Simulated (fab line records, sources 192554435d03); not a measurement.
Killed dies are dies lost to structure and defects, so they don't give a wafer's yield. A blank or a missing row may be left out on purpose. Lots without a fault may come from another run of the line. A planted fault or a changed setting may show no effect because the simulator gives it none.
Chamber matching | flow n5_finfet | N5_BEOL_M0_SAQP_ETCH_107 on rie_diel-02: 4 sister chambers
The step etches SiNx in CH3F/O2, target depth 30 nm. 4 wafers are shown with their chamber, then 9 later ones without.

WAFERS WITH THEIR CHAMBER
wafer  | chamber | showerhead_plenum_p_Torr (Torr)
L080.4 | 3       | 1.92
L088.1 | 1       | 2.07
L088.3 | 0       | 2.00
L088.5 | 2       | 1.98

WAFERS WITHOUT THEIR CHAMBER
wafer  | showerhead_plenum_p_Torr (Torr)
L091.2 | 2.00
L091.4 | 2.07
L091.5 | 1.91
L095.3 | 1.91
L095.4 | 2.00
L095.5 | 1.91
L096.2 | 1.91
L096.3 | 2.00
L096.5 | 1.97

WHICH CHAMBER EACH WENT THROUGH
wafer  | from the rows above | in truth
L091.2 | 0                   | 0
L091.4 | 1                   | 1
L091.5 | 3                   | 3
L095.3 | 3                   | 3
L095.4 | 0                   | 0
L095.5 | 3                   | 3
L096.2 | 3                   | 3
L096.3 | 0                   | 0
L096.5 | 2                   | 2
Placed correctly: 9 of 9. Can't be placed from these rows: 0. Placed wrongly: 0.
How it was worked out, from the rows above alone: a wafer's distance from a chamber is the root of the sum, over the readings, of the square of ((its reading less the chamber's mean) divided by the reading's scatter). The wafer belongs to the nearest chamber; if the next one is less than 2 further off, it can't be placed. A chamber's mean is the mean of its shown wafers. The scatter: with one shown wafer a chamber, the root of the mean of the squares of how far each hidden wafer lies from its nearest shown one.
